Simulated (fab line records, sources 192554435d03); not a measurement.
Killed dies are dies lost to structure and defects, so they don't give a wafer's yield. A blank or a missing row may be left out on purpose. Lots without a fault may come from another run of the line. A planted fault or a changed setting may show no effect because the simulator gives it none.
fab line records | flow n5_finfet
record lots=24 wafers=72 last_day=18
route steps=1938 shown ZERO_LAYER@14 WELL_APT@30 FIN_SAQP@140
lots that met no fault: from a run of the same line without faults
start_h: hours from the record's first day to the start of the lot's first wafer shown | wait_h: hours since the lot's step before | " the same as in the row above | L1.1+2: a row that stands for several wafers | - no value, or no start given | * or withheld: withheld | < > ~ a bound
route shown NAME@n: a module of which the file shows steps, and the number in the route of the first | usual: mean/standard deviation of fault-free wafers | same: alike in all rows | chamber/n: place in a boat | sites: the reading at each site | _std_site: their standard deviation | _edge_site: outer sites' mean less inner sites' | radius_mm: how far each site lies from the wafer's centre | mask NAME#n: copy n | behind: the tool/chamber that last shaped the wafer | hold: why the lot was held/for how many hours/how that ended | device: the transistor (n, p or np) that didn't switch | end of line: the same wafers' tests at the end of the route | a step without rows: its recipe alone | killed: dies lost to structure and defects at the first sort, not the wafer's yield | map: a wafer's dies, x killed, . not, _ none there
set.NAME: the setting as run; set.NAME@STEP: as run at that earlier step | model.NAME: the simulator's own value behind a step, which no gauge read
steps of the route over a sample of lots; a table a step, a row a wafer
services: from which hour (start_h, from the record's first day; less than 0 if before it) a tool's chamber was out of use, for how many hours, and why
## steps
# step N5_ZERO_LAYER_DESCUM_16
# recipe chemistry=O2 time_s=7.9 source_power_w=50 bias_power_w=20 pressure_mtorr=20 rf_frequency_hz=2.712e+07 temp_c=40 o2_flow_sccm=225
# usual drypump_motor_current_A=5.8/0.43 oes_product_au=0.75/0.051 rf_vpp_V=242.9/1.3 showerhead_plenum_p_Torr=2.07/0.068 throttle_valve_pct=20.38/0.22
# columns lot.wafer tool chamber start_h wait_h drypump_motor_current_A oes_product_au rf_hours_counter_h rf_vpp_V showerhead_plenum_p_Torr throttle_valve_pct
L074.1 rie_diel-02 0 12.81 0.2 5.7 0.80 92 243.8 2.11 20.55
L074.4 " 2 " " 5.2 0.71 212 242.8 2.08 20.30
L074.5 " 1 " " 5.7 0.81 - 241.6 1.94 19.87
L075.2 rie_diel-02 3 18.80 0.0 6.3 0.72 209 244.6 2.15 20.12
L075.4 " 2 " " 5.2 0.70 213 242.4 2.08 20.30
L075.6 " 1 " " 5.7 0.81 - 240.1 1.94 19.88
L076.1 rie_diel-03 3 24.74 0.1 6.2 0.85 59 241.3 2.04 20.36
L076.2 " 1 " " 4.7 0.69 209 244.7 2.15 20.44
L076.4 " 0 " " 6.0 0.80 131 242.3 2.02 20.54
L077.1 rie_diel-04 2 30.69 0.0 5.7 0.69 202 242.9 2.07 20.49
L077.2 " 0 " " 5.6 0.73 159 243.6 2.09 20.66
L077.5 " 3 " " 5.8 0.76 - 242.8 2.09 20.56
L078.2 rie_diel-03 2 36.70 0.0 6.2 0.77 123 243.1 2.01 20.29
L078.4 " 3 " " 6.2 0.84 64 243.2 2.04 20.36
L078.6 " 3 " " 6.2 0.85 - 242.6 2.04 20.37
L079.3 rie_diel-03 2 42.77 0.1 6.2 0.77 125 243.4 2.01 20.30
L079.4 " 1 " " 4.7 0.69 214 244.8 2.15 20.45
L079.6 " 3 " " 6.2 0.84 - 242.8 2.04 20.38
L080.3 rie_diel-04 2 49.02 0.2 5.7 0.69 208 242.4 2.06 20.50
L080.5 " 0 " " 5.6 0.73 - 243.5 2.09 20.65
L080.6 " 3 " " 5.8 0.76 - 244.3 2.08 20.54
L081.2 rie_diel-03 1 55.10 0.3 4.7 0.68 218 243.6 2.15 20.46
L081.3 " 0 " " 6.1 0.79 140 241.4 2.02 20.54
L081.4 " 2 " " 6.2 0.76 129 243.5 2.01 20.30
L082.2 rie_diel-03 3 60.68 0.0 6.2 0.84 71 242.3 2.03 20.37
L082.4 " 0 " " 6.1 0.79 142 241.0 2.02 20.55
L082.6 " 2 " " 6.2 0.77 - 243.2 2.01 20.29
L083.1 rie_diel-02 3 67.05 0.4 6.3 0.70 224 243.1 2.15 20.15
L083.2 " 0 " " 5.7 0.78 109 242.9 2.11 20.56
L083.3 " 1 " " 5.7 0.80 105 241.1 1.94 19.90
L084.2 rie_diel-03 2 73.27 0.6 6.2 0.76 134 242.6 2.01 20.31
L084.4 " 1 " " 4.7 0.69 221 244.7 2.15 20.46
L084.5 " 1 " " 4.7 0.67 - 245.8 2.15 20.46
L085.1 rie_diel-02 2 78.70 0.0 5.2 0.68 232 243.8 2.07 20.33
L085.3 " 3 " " 6.3 0.70 227 245.0 2.15 20.16
L085.5 " 0 " " 5.7 0.78 - 244.2 2.10 20.56
L086.2 rie_diel-02 0 84.69 0.0 5.7 0.77 114 244.0 2.10 20.56
L086.3 " 1 " " 5.7 0.79 111 241.1 1.94 19.90
L086.6 " 2 " " 5.2 0.68 - 243.3 2.07 20.32
L087.1 rie_diel-02 3 90.80 0.0 6.2 0.70 230 244.9 2.15 20.16
L087.3 " 2 " " 5.2 0.68 235 243.6 2.07 20.32
L087.6 " 2 " " 5.2 0.68 - 243.1 2.07 20.33
L088.1 rie_diel-04 1 96.80 0.0 6.1 0.77 134 244.1 2.19 20.25
L088.4 " 2 " " 5.7 0.68 224 241.5 2.06 20.52
L088.6 " 0 " " 5.6 0.71 - 243.0 2.08 20.70
L089.1 rie_diel-02 3 102.80 0.0 6.3 0.69 233 243.9 2.14 20.17
L089.5 " 3 " " 6.3 0.70 - 244.8 2.14 20.17
L089.6 " 2 " " 5.1 0.68 - 243.3 2.07 20.33
L090.1 rie_diel-04 3 109.06 0.3 5.8 0.75 193 242.5 2.08 20.60
L090.3 " 2 " " 5.7 0.68 228 244.1 2.06 20.55
L090.4 " 0 " " 5.6 0.72 182 241.8 2.08 20.71
L091.2 rie_diel-02 2 114.68 0.0 5.1 0.68 241 242.4 2.07 20.34
L091.5 " 0 " " 5.7 0.77 - 243.9 2.10 20.59
L091.6 " 1 " " 5.7 0.78 - 240.3 1.93 19.89
L092.1 rie_diel-04 0 120.76 0.1 5.5 0.70 185 243.4 2.08 20.71
L092.2 " 2 " " 5.7 0.67 231 242.8 2.06 20.54
L092.4 " 3 " " 5.8 0.74 196 243.5 2.08 20.58
L093.1 rie_diel-04 0 126.68 0.0 5.6 0.71 186 241.3 2.08 20.69
L093.3 " 2 " " 5.7 0.67 232 244.0 2.06 20.57
L093.4 " 3 " " 5.8 0.74 197 243.7 2.08 20.59
L094.1 rie_diel-03 1 132.81 0.0 4.7 0.67 240 242.7 2.14 20.49
L094.5 " 3 " " 6.2 0.81 - 241.8 2.03 20.40
L094.6 " 0 " " 6.1 0.77 - 242.9 2.01 20.58
L095.3 rie_diel-04 3 138.72 0.1 5.8 0.74 200 243.7 2.08 20.60
L095.4 " 2 " " 5.7 0.67 236 242.5 2.05 20.55
L095.6 " 0 " " 5.6 0.70 - 243.1 2.08 20.71
L096.1 rie_diel-02 1 144.81 0.0 5.7 0.78 124 241.5 1.93 19.92
L096.4 " 3 " " 6.3 0.69 - 244.6 2.14 20.18
L096.5 " 1 " " 5.7 0.78 - 240.8 1.93 19.92
L097.1 rie_diel-03 1 150.81 0.0 4.7 0.66 245 242.1 2.14 20.49
L097.3 " 3 " " 6.2 0.81 96 241.4 2.03 20.41
L097.5 " 2 " " 6.2 0.74 - 241.8 2.00 20.34
# step N5_WELL_APT_INSPECT_10
# recipe mode=adi inspect_instrument=macro
# usual raw_defect_count=2/1.4
# columns lot.wafer tool chamber start_h wait_h raw_defect_count
L074.1 defect_inspect-02 - 13.87 0.0 2
L074.4 " - " " 3
L074.5 " - " " 1
L075.2 defect_inspect-02 - 19.86 0.0 0
L075.4 " - " " 1
L075.6 " - " " 0
L076.1 defect_inspect-01 - 25.80 0.0 0
L076.2 " - " " 7
L076.4 " - " " 1
L077.1 defect_inspect-02 - 31.74 0.0 5
L077.2 " - " " 2
L077.5 " - " " 1
L078.2 defect_inspect-01 - 37.63 0.0 0
L078.4 " - " " 0
L078.6 " - " " 4
L079.3 defect_inspect-01 - 43.83 0.0 1
L079.4 " - " " 5
L079.6 " - " " 4
L080.3 defect_inspect-01 - 50.09 0.0 1
L080.5 " - " " 2
L080.6 " - " " 1
L081.2 defect_inspect-02 - 56.03 0.0 1
L081.3 " - " " 3
L081.4 " - " " 2
L082.2 defect_inspect-02 - 61.74 0.0 2
L082.4 " - " " 3
L082.6 " - " " 3
L083.1 defect_inspect-02 - 67.98 0.0 2
L083.2 " - " " 1
L083.3 " - " " 4
L084.2 defect_inspect-01 - 74.32 0.0 1
L084.4 " - " " 2
L084.5 " - " " 1
L085.1 defect_inspect-02 - 79.79 0.0 3
L085.3 " - " " 2
L085.5 " - " " 3
L086.2 defect_inspect-01 - 85.86 0.0 2
L086.3 " - " " 3
L086.6 " - " " 1
L087.1 defect_inspect-01 - 91.73 0.0 5
L087.3 " - " " 2
L087.6 " - " " 3
L088.1 defect_inspect-02 - 97.87 0.0 3
L088.4 " - " " 1
L088.6 " - " " 4
L089.1 defect_inspect-02 - 103.76 0.0 1
L089.5 " - " " 3
L089.6 " - " " 1
L090.1 defect_inspect-01 - 110.13 0.0 0
L090.3 " - " " 2
L090.4 " - " " 2
L091.2 defect_inspect-01 - 115.76 0.0 4
L091.5 " - " " 2
L091.6 " - " " 1
L092.1 defect_inspect-02 - 121.82 0.0 2
L092.2 " - " " 2
L092.4 " - " " 2
L093.1 defect_inspect-02 - 127.75 0.0 1
L093.3 " - " " 1
L093.4 " - " " 1
L094.1 defect_inspect-02 - 133.87 0.0 4
L094.5 " - " " 3
L094.6 " - " " 2
L095.3 defect_inspect-02 - 139.65 0.0 1
L095.4 " - " " 3
L095.6 " - " " 0
L096.1 defect_inspect-01 - 146.01 0.0 3
L096.4 " - " " 1
L096.5 " - " " 0
L097.1 defect_inspect-02 - 151.74 0.0 2
L097.3 " - " " 1
L097.5 " - " " 4
# step N5_WELL_APT_OVL_MEAS_26
# recipe points_per_wafer=44
# usual PWELL_OVL=-3/5.8
# columns lot.wafer tool chamber start_h wait_h PWELL_OVL[nm]
L074.1 overlay-01 0 14.96 0.0 -7
L074.4 " 0 " " -1
L074.5 " 0 " " -8
L075.2 overlay-01 0 21.38 0.0 -4
L075.4 " 0 " " -5
L075.6 " 0 " " -6
L076.1 overlay-01 0 27.07 0.0 -6
L076.2 " 0 " " 9
L076.4 " 0 " " 7
L077.1 overlay-01 0 33.00 0.0 -9
L077.2 " 0 " " 0
L077.5 " 0 " " -8
L078.2 overlay-01 0 38.87 0.0 1
L078.4 " 0 " " 2
L078.6 " 0 " " -7
L079.3 overlay-01 0 45.33 0.0 -7
L079.4 " 0 " " -3
L079.6 " 0 " " -3
L080.3 overlay-01 0 51.58 0.0 -6
L080.5 " 0 " " 0
L080.6 " 0 " " -10
L081.2 overlay-02 0 57.12 0.0 -4
L081.3 " 0 " " -5
L081.4 " 0 " " -4
L082.2 overlay-01 0 62.97 0.0 -8
L082.4 " 0 " " -8
L082.6 " 0 " " -8
L083.1 overlay-01 0 69.07 0.0 -14
L083.2 " 0 " " -3
L083.3 " 0 " " -11
L084.2 overlay-01 0 75.44 0.0 4
L084.4 " 0 " " 10
L084.5 " 0 " " 6
L085.1 overlay-02 0 81.01 0.0 -1
L085.3 " 0 " " 1
L085.5 " 0 " " -3
L086.2 overlay-02 0 87.14 0.0 3
L086.3 " 0 " " -17
L086.6 " 0 " " 8
L087.1 overlay-01 0 92.96 0.0 -15
L087.3 " 0 " " -7
L087.6 " 0 " " -6
L088.1 overlay-02 0 98.97 0.0 -8
L088.4 " 0 " " 5
L088.6 " 0 " " -6
L089.1 overlay-02 0 105.01 0.0 3
L089.5 " 0 " " 1
L089.6 " 0 " " -4
L090.1 overlay-01 0 111.28 0.0 -1
L090.3 " 0 " " -7
L090.4 " 0 " " -16
L091.2 overlay-01 0 116.86 0.0 7
L091.5 " 0 " " 6
L091.6 " 0 " " 4
L092.1 overlay-02 0 123.27 0.0 -8
L092.2 " 0 " " 3
L092.4 " 0 " " -9
L093.1 overlay-01 0 130.06 0.0 1
L093.3 " 0 " " -3
L093.4 " 0 " " -5
L094.1 overlay-01 0 135.11 0.0 5
L094.5 " 0 " " 5
L094.6 " 0 " " -11
L095.3 overlay-02 0 140.74 0.0 -9
L095.4 " 0 " " -3
L095.6 " 0 " " 2
L096.1 overlay-01 0 147.11 0.0 -6
L096.4 " 0 " " -3
L096.5 " 0 " " -4
L097.1 overlay-01 0 152.90 0.0 -2
L097.3 " 0 " " -2
L097.5 " 0 " " -5
# step N5_WELL_APT_INSPECT_27
# recipe mode=adi inspect_instrument=macro
# usual raw_defect_count=2.1/1.3
# columns lot.wafer tool chamber start_h wait_h raw_defect_count
L074.1 defect_inspect-02 - 14.99 0.0 5
L074.4 " - " " 1
L074.5 " - " " 2
L075.2 defect_inspect-01 - 21.41 0.0 1
L075.4 " - " " 1
L075.6 " - " " 5
L076.1 defect_inspect-01 - 27.09 0.0 5
L076.2 " - " " 1
L076.4 " - " " 2
L077.1 defect_inspect-02 - 33.02 0.0 1
L077.2 " - " " 3
L077.5 " - " " 0
L078.2 defect_inspect-01 - 38.90 0.0 2
L078.4 " - " " 0
L078.6 " - " " 0
L079.3 defect_inspect-01 - 45.36 0.0 2
L079.4 " - " " 2
L079.6 " - " " 1
L080.3 defect_inspect-01 - 51.61 0.0 3
L080.5 " - " " 0
L080.6 " - " " 3
L081.2 defect_inspect-02 - 57.15 0.0 3
L081.3 " - " " 1
L081.4 " - " " 5
L082.2 defect_inspect-01 - 62.99 0.0 2
L082.4 " - " " 4
L082.6 " - " " 3
L083.1 defect_inspect-02 - 69.09 0.0 2
L083.2 " - " " 1
L083.3 " - " " 1
L084.2 defect_inspect-02 - 75.47 0.0 2
L084.4 " - " " 3
L084.5 " - " " 2
L085.1 defect_inspect-01 - 81.04 0.0 1
L085.3 " - " " 4
L085.5 " - " " 2
L086.2 defect_inspect-02 - 87.16 0.0 4
L086.3 " - " " 2
L086.6 " - " " 0
L087.1 defect_inspect-01 - 92.98 0.0 2
L087.3 " - " " 4
L087.6 " - " " 1
L088.1 defect_inspect-02 - 98.99 0.0 1
L088.4 " - " " 2
L088.6 " - " " 2
L089.1 defect_inspect-02 - 105.03 0.0 3
L089.5 " - " " 3
L089.6 " - " " 4
L090.1 defect_inspect-01 - 111.31 0.0 5
L090.3 " - " " 3
L090.4 " - " " 2
L091.2 defect_inspect-01 - 116.88 0.0 2
L091.5 " - " " 2
L091.6 " - " " 3
L092.1 defect_inspect-02 - 123.29 0.0 3
L092.2 " - " " 2
L092.4 " - " " 1
L093.1 defect_inspect-02 - 130.09 0.0 3
L093.3 " - " " 0
L093.4 " - " " 2
L094.1 defect_inspect-02 - 135.13 0.0 2
L094.5 " - " " 1
L094.6 " - " " 1
L095.3 defect_inspect-02 - 140.77 0.0 4
L095.4 " - " " 0
L095.6 " - " " 0
L096.1 defect_inspect-01 - 147.14 0.0 3
L096.4 " - " " 5
L096.5 " - " " 3
L097.1 defect_inspect-01 - 152.93 0.0 4
L097.3 " - " " 2
L097.5 " - " " 2
# step N5_FIN_SAQP_MANDREL2_REMOVE_60
# recipe chemistry=HBr/Cl2/O2 bt_time_s=10 target=a-Si stop_on=SiNx endpoint=OES-SiCl over_etch_frac=1 icp_w=600 bias_w=22 HBr_flow_sccm=150 Cl2_flow_sccm=80 O2_flow_sccm=5 pressure_mtorr=10
# usual O2_flow_sccm=4.999/0.016 drypump_motor_current_A=5.7/0.41 oes_product_au=1.006/0.014 throttle_valve_pct=36.65/0.18
# columns lot.wafer tool chamber start_h wait_h O2_flow_sccm drypump_motor_current_A oes_product_au rf_hours_counter_h throttle_valve_pct
L074.1 rie_si-06 0 27.42 0.1 4.986 5.2 1.003 3 36.46
L074.4 " 3 " " 5.001 5.3 0.972 143 36.55
L074.5 " 1 " " 4.999 5.6 1.006 - 36.58
L075.2 rie_si-06 2 32.29 0.1 4.998 5.8 1.021 75 36.84
L075.4 " 1 " " 4.975 5.6 1.008 23 36.56
L075.6 " 3 " " 4.983 5.3 0.987 - 36.55
L076.1 rie_si-01 0 38.36 0.1 4.968 6.3 1.006 2 37.00
L076.2 " 3 " " 4.990 5.7 1.012 135 36.59
L076.4 " 1 " " 4.990 5.6 1.013 123 36.94
L077.1 rie_si-01 0 44.35 0.1 4.982 6.3 0.999 2 36.99
L077.2 " 1 " " 4.982 5.6 1.010 123 36.92
L077.5 " 1 " " 4.987 5.6 1.018 - 36.94
L078.2 rie_si-06 2 51.62 0.1 5.000 5.8 1.019 76 36.86
L078.4 " 3 " " 5.034 5.3 0.981 144 36.54
L078.6 " 3 " " 5.007 5.2 0.979 - 36.55
L079.3 rie_si-05 0 55.68 0.1 4.991 6.0 1.002 42 36.71
L079.4 " 3 " " 5.002 6.1 0.997 0 36.52
L079.6 " 0 " " 4.988 6.0 0.990 - 36.71
L080.3 rie_si-06 0 63.89 0.1 5.002 5.2 1.007 4 36.46
L080.5 " 3 " " 4.995 5.3 0.984 - 36.56
L080.6 " 0 " " 5.004 5.2 1.007 - 36.46
L081.2 rie_si-06 0 69.16 0.1 4.987 5.2 1.006 4 36.46
L081.3 " 3 " " 4.998 5.3 0.979 144 36.56
L081.4 " 1 " " 5.042 5.6 1.004 23 36.57
L082.2 rie_si-01 1 74.78 0.1 4.985 5.6 0.991 124 36.92
L082.4 " 0 " " 4.982 6.3 1.008 2 36.99
L082.6 " 0 " " 4.987 6.3 0.993 - 36.98
L083.1 rie_si-06 2 80.24 0.1 4.995 5.8 1.013 76 36.86
L083.2 " 3 " " 5.021 5.3 0.981 144 36.56
L083.3 " 0 " " 5.021 5.2 1.014 4 36.46
L084.2 rie_si-01 0 88.11 0.1 4.982 6.3 1.010 2 36.99
L084.4 " 1 " " 4.995 5.6 1.011 124 36.93
L084.5 " 0 " " 4.990 6.3 1.005 - 36.99
L085.1 rie_si-01 1 93.27 0.1 4.992 5.6 1.021 124 36.94
L085.3 " 2 " " 4.979 5.8 0.988 119 36.54
L085.5 " 0 " " 5.014 6.3 1.012 - 36.97
L086.2 rie_si-05 1 100.69 0.1 5.014 6.8 1.025 79 36.36
L086.3 " 2 " " 4.995 6.1 1.027 49 36.70
L086.6 " 3 " " 5.015 6.1 1.019 - 36.52
L087.1 rie_si-05 0 103.84 0.1 4.993 6.0 1.017 43 36.71
L087.3 " 1 " " 4.979 6.9 1.040 79 36.37
L087.6 " 1 " " 5.000 6.8 1.036 - 36.35
L088.1 rie_si-06 1 110.10 0.1 5.004 5.6 1.006 24 36.55
L088.4 " 0 " " 5.022 5.2 1.011 5 36.47
L088.6 " 2 " " 5.000 5.8 1.034 - 36.86
L089.1 rie_si-01 3 116.33 0.1 4.989 5.6 1.006 136 36.57
L089.5 " 1 " " 4.992 5.6 1.020 - 36.92
L089.6 " 2 " " 5.000 5.8 0.992 - 36.56
L090.1 rie_si-06 3 121.71 0.1 4.981 5.3 0.989 145 36.55
L090.3 " 0 " " 4.988 5.2 1.006 5 36.45
L090.4 " 2 " " 4.995 5.8 1.019 77 36.85
L091.2 rie_si-01 2 127.54 0.1 4.994 5.8 0.991 119 36.53
L091.5 " 2 " " 4.979 5.8 0.993 - 36.56
L091.6 " 3 " " 5.008 5.6 1.012 - 36.59
L092.1 rie_si-06 2 134.65 0.1 4.996 5.8 1.017 77 36.84
L092.2 " 3 " " 5.023 5.3 0.985 145 36.55
L092.4 " 1 " " 5.021 5.6 1.001 24 36.57
L093.1 rie_si-06 0 141.06 0.1 4.984 5.2 1.002 6 36.47
L093.3 " 2 " " 4.979 5.8 1.016 77 36.85
L093.4 " 3 " " 5.005 5.3 0.980 145 36.54
L094.1 rie_si-06 0 146.20 0.1 4.993 5.2 0.995 6 36.46
L094.5 " 2 " " 4.983 5.8 1.009 - 36.86
L094.6 " 3 " " 4.991 5.2 0.979 - 36.55
L095.3 rie_si-01 1 152.64 0.1 4.995 5.6 1.015 125 36.94
L095.4 " 2 " " 4.970 5.8 0.995 120 36.54
L095.6 " 2 " " 4.969 5.8 0.988 - 36.55
L096.1 rie_si-05 2 160.73 0.1 4.993 6.1 1.024 50 36.71
L096.4 " 3 " " 5.001 6.1 1.003 2 36.52
L096.5 " 1 " " 5.039 6.8 1.027 - 36.36
L097.1 rie_si-06 2 167.14 0.1 4.991 5.7 1.023 78 36.85
L097.3 " 1 " " 5.014 5.6 1.009 25 36.57
L097.5 " 3 " " 5.007 5.3 0.995 - 36.56
# step N5_FIN_SAQP_ETCH_34
# recipe chemistry=C4F6/O2 target=SiO2 target_depth_a=450 time_s=15 ion_energy_ev=250 pressure_mtorr=30 source_w=345 bias_w=185 Ar_flow_sccm=300 C4F6_flow_sccm=10 O2_flow_sccm=10 ends=cleared
# usual O2_flow_sccm=10.001/0.028 drypump_motor_current_A=5.6/0.39 etch_rf_on_time_s=14.99/0.18 oes_product_au=0.68/0.076 rf_vpp_V=663/4.1 showerhead_plenum_p_Torr=2.83/0.082 throttle_valve_pct=21.07/0.27
# columns lot.wafer tool chamber start_h wait_h O2_flow_sccm drypump_motor_current_A etch_rf_on_time_s oes_product_au rf_hours_counter_h rf_vpp_V showerhead_plenum_p_Torr throttle_valve_pct
L074.1 rie_diel-01 1 27.65 0.0 9.936 5.7 15.15 0.62 175 664 2.84 21.17
L074.4 " 1 " " 9.930 5.6 15.22 0.62 - 665 2.84 21.15
L074.5 " 2 " " 10.004 5.3 14.90 0.71 - 658 2.76 20.74
L075.2 rie_diel-06 2 32.52 0.0 9.985 5.8 14.99 0.64 163 659 2.84 21.20
L075.4 " 2 " " 9.976 5.8 15.20 0.63 - 659 2.84 21.18
L075.6 " 0 " " 10.023 4.8 14.85 0.80 - 669 3.02 21.13
L076.1 rie_diel-01 3 38.59 0.0 10.011 5.4 15.14 0.74 48 669 2.78 20.62
L076.2 " 1 " " 10.018 5.7 15.24 0.61 178 664 2.84 21.16
L076.4 " 3 " " 10.027 5.4 15.13 0.73 - 668 2.78 20.61
L077.1 rie_diel-05 0 44.62 0.0 10.032 5.5 15.15 0.57 245 663 2.81 21.10
L077.2 " 3 " " 9.946 5.0 15.06 0.61 240 664 2.70 21.28
L077.5 " 2 " " 10.006 5.6 14.57 0.83 - 660 2.79 21.20
L078.2 rie_diel-01 0 51.85 0.0 9.997 6.2 15.27 0.62 182 660 2.84 21.44
L078.4 " 3 " " 10.036 5.4 14.96 0.73 - 668 2.78 20.64
L078.6 " 0 " " 9.986 6.2 15.14 0.62 - 659 2.84 21.44
L079.3 rie_diel-05 2 55.90 0.0 9.985 5.7 14.46 0.82 16 658 2.79 21.20
L079.4 " 2 " " 9.981 5.7 14.57 0.82 - 659 2.79 21.21
L079.6 " 1 " " 10.006 6.1 14.92 0.59 - 663 2.91 21.05
L080.3 rie_diel-06 0 64.12 0.0 10.008 4.8 14.91 0.77 27 667 3.01 21.14
L080.5 " 1 " " 10.031 6.2 14.92 0.82 - 659 3.04 21.14
L080.6 " 2 " " 9.953 5.8 15.13 0.63 - 658 2.83 21.23
L081.2 rie_diel-01 1 69.74 0.0 9.998 5.6 15.02 0.62 187 663 2.84 21.18
L081.3 " 3 " " 9.998 5.4 15.15 0.72 60 667 2.78 20.64
L081.4 " 2 " " 10.003 5.3 14.94 0.70 78 661 2.76 20.76
L082.2 rie_diel-01 1 75.00 0.0 10.022 5.6 15.14 0.60 188 664 2.84 21.16
L082.4 " 0 " " 9.982 6.2 15.36 0.61 190 659 2.84 21.45
L082.6 " 1 " " 10.019 5.7 15.05 0.61 - 664 2.84 21.18
L083.1 rie_diel-01 3 80.60 0.0 9.982 5.4 14.94 0.73 64 666 2.77 20.64
L083.2 " 0 " " 9.977 6.2 15.12 0.62 192 659 2.84 21.46
L083.3 " 2 " " 9.989 5.3 14.92 0.70 81 657 2.75 20.77
L084.2 rie_diel-05 1 88.34 0.0 10.025 6.1 15.04 0.58 249 663 2.91 21.08
L084.4 " 2 " " 10.042 5.6 14.63 0.79 - 658 2.78 21.24
L084.5 " 0 " " 9.960 5.5 14.99 0.79 - 665 2.80 20.78
L085.1 rie_diel-05 2 93.58 0.0 9.990 5.7 14.57 0.79 33 659 2.78 21.22
L085.3 " 1 " " 10.015 6.1 14.95 0.58 251 665 2.91 21.11
L085.5 " 0 " " 10.026 5.5 15.00 0.79 - 664 2.80 20.77
L086.2 rie_diel-06 1 100.92 0.0 10.040 6.3 14.93 0.78 16 659 3.03 21.15
L086.3 " 2 " " 10.062 5.8 15.01 0.62 189 660 2.83 21.22
L086.6 " 1 " " 10.023 6.3 14.88 0.79 - 658 3.04 21.16
L087.1 rie_diel-01 1 104.07 0.0 10.014 5.7 15.20 0.61 198 662 2.83 21.18
L087.3 " 0 " " 10.019 6.2 15.32 0.61 200 659 2.84 21.46
L087.6 " 2 " " 9.960 5.3 15.07 0.68 - 660 2.75 20.79
L088.1 rie_diel-06 3 110.33 0.0 10.007 5.7 15.00 0.60 213 668 2.94 21.47
L088.4 " 0 " " 9.968 4.8 14.90 0.75 42 667 3.01 21.18
L088.6 " 0 " " 10.004 4.8 14.82 0.75 - 667 3.00 21.17
L089.1 rie_diel-01 0 116.58 0.0 10.013 6.2 15.20 0.61 204 657 2.83 21.47
L089.5 " 2 " " 9.979 5.3 14.95 0.69 - 659 2.75 20.78
L089.6 " 3 " " 10.033 5.4 15.03 0.71 - 668 2.77 20.67
L090.1 rie_diel-01 3 122.02 0.0 9.975 5.4 14.95 0.71 77 667 2.77 20.67
L090.3 " 1 " " 9.969 5.6 15.04 0.61 205 663 2.83 21.21
L090.4 " 2 " " 10.018 5.2 14.89 0.68 96 659 2.75 20.79
L091.2 rie_diel-01 2 127.77 0.0 9.987 5.3 14.81 0.69 98 659 2.75 20.79
L091.5 " 1 " " 9.945 5.6 15.05 0.61 - 664 2.83 21.19
L091.6 " 2 " " 9.962 5.3 14.77 0.69 - 658 2.75 20.80
L092.1 rie_diel-01 3 134.88 0.0 9.958 5.4 14.98 0.70 82 669 2.77 20.67
L092.2 " 2 " " 9.955 5.3 14.78 0.67 101 659 2.74 20.81
L092.4 " 0 " " 10.009 6.1 15.19 0.60 211 659 2.83 21.48
L093.1 rie_diel-05 0 141.43 0.0 10.046 5.5 14.81 0.77 26 662 2.79 20.81
L093.3 " 2 " " 9.950 5.7 14.55 0.76 54 658 2.77 21.26
L093.4 " 3 " " 9.978 5.0 14.69 0.79 14 676 3.03 20.93
L094.1 rie_diel-01 0 146.45 0.0 10.013 6.2 15.14 0.60 214 659 2.83 21.46
L094.5 " 1 " " 10.025 5.6 14.89 0.60 - 663 2.83 21.21
L094.6 " 0 " " 10.009 6.2 15.03 0.60 - 658 2.83 21.50
L095.3 rie_diel-01 2 152.87 0.0 10.023 5.3 14.90 0.67 107 658 2.74 20.82
L095.4 " 0 " " 10.043 6.2 15.12 0.60 217 660 2.83 21.48
L095.6 " 1 " " 10.023 5.7 15.12 0.60 - 663 2.83 21.22
L096.1 rie_diel-05 3 161.04 0.0 10.018 5.0 14.80 0.77 21 676 3.03 20.93
L096.4 " 2 " " 10.065 5.7 14.72 0.74 61 659 2.77 21.26
L096.5 " 3 " " 10.016 5.0 14.77 0.77 - 675 3.02 20.93
L097.1 rie_diel-01 3 167.37 0.0 9.976 5.4 15.03 0.70 92 668 2.76 20.67
L097.3 " 1 " " 9.996 5.7 15.06 0.59 221 663 2.82 21.23
L097.5 " 2 " " 9.994 5.3 14.80 0.68 - 659 2.74 20.82
## services
# columns tool chamber start_h hours kind
rie_si-01 - -3.40 2.7 repair
rie_diel-06 0 -1.10 3.5 repair
rie_si-01 - 0.60 0.1 repair
rie_diel-05 0 14.11 2.5 repair
rie_si-01 3 16.97 6.0 repair
rie_diel-03 - 22.85 0.8 repair
rie_diel-01 3 24.28 5.8 repair
rie_diel-01 2 35.08 11.1 repair
rie_diel-01 1 43.00 9.0 repair
rie_diel-01 - 44.60 4.5 repair
rie_si-06 - 48.33 2.8 pm
rie_diel-03 1 63.21 7.4 repair
rie_si-05 0 71.47 7.9 repair
rie_diel-05 3 77.97 4.6 repair
rie_si-01 - 112.86 0.3 repair
rie_si-06 2 125.49 1.3 repair
rie_si-05 3 127.44 17.1 repair
rie_si-05 0 127.68 1.2 repair
rie_diel-02 1 128.59 14.5 repair
rie_diel-02 2 143.09 - clean
rie_diel-02 2 143.09 - consumable_replace:focus_ring
rie_diel-02 2 143.09 35.0 scheduled_down
rie_diel-02 2 143.09 35.0 vent_cycle
rie_diel-06 0 149.96 9.6 repair
## key
fault none
